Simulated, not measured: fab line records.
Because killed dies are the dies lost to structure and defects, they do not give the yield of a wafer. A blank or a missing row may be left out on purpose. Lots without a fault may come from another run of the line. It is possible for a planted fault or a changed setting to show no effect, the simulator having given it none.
Chamber matching -- flow n5-finfet -- N5_BEOL_M11_ILD_DEP_00 on pecvd-01: 3 sister chambers
The step deposits SiCOH lowk from DEMS/porogen, target thk 308.51 nm, time 58 s. 6 wafers are shown with their chamber, then 12 later ones without.

WAFERS, EACH WITH ITS CHAMBER
wafer,chamber,throttle-valve-pct (%),showerhead-plenum-p-Torr (Torr)
L087.3,0,14.6,5.709
L091.2,0,14.5,5.709
L091.4,1,14.3,5.739
L090.2,2,13.2,5.722
L090.4,2,13.2,5.719
L090.5,1,14.1,5.757

WAFERS WITHOUT THEIR CHAMBER
wafer,throttle-valve-pct (%),showerhead-plenum-p-Torr (Torr)
L092.1,14.3,5.753
L092.4,13.3,5.711
L092.6,14.2,5.759
L097.1,14.4,5.708
L097.2,14.2,5.749
L097.4,14.3,5.755
L096.2,13.3,5.710
L096.3,14.2,5.753
L096.4,13.2,5.712
L095.2,14.6,5.713
L095.3,13.2,5.718
L095.5,13.4,5.714

THE CHAMBER EACH PASSED THROUGH
wafer,from the rows above,in truth
L092.1,1,1
L092.4,2,2
L092.6,1,1
L097.1,0,0
L097.2,1,1
L097.4,1,1
L096.2,2,2
L096.3,1,1
L096.4,2,2
L095.2,0,0
L095.3,2,2
L095.5,2,2
Correct placement for 12 of the 12. Not placeable from these rows: 0. 0 placed wrongly.
How it was worked out, from the rows above alone: a wafer's distance from a chamber is the root of the sum, over the readings, of the square of ((its reading less the chamber's mean) divided by the reading's scatter). The wafer belongs to the nearest chamber; if the next one is less than 2 further off, it can't be placed. The mean given for a chamber averages the wafers shown for that chamber. How the scatter is found: for the shown wafers, subtract from each reading the mean of its chamber, square and add these, divide the total by (wafers less chambers), then take the root.
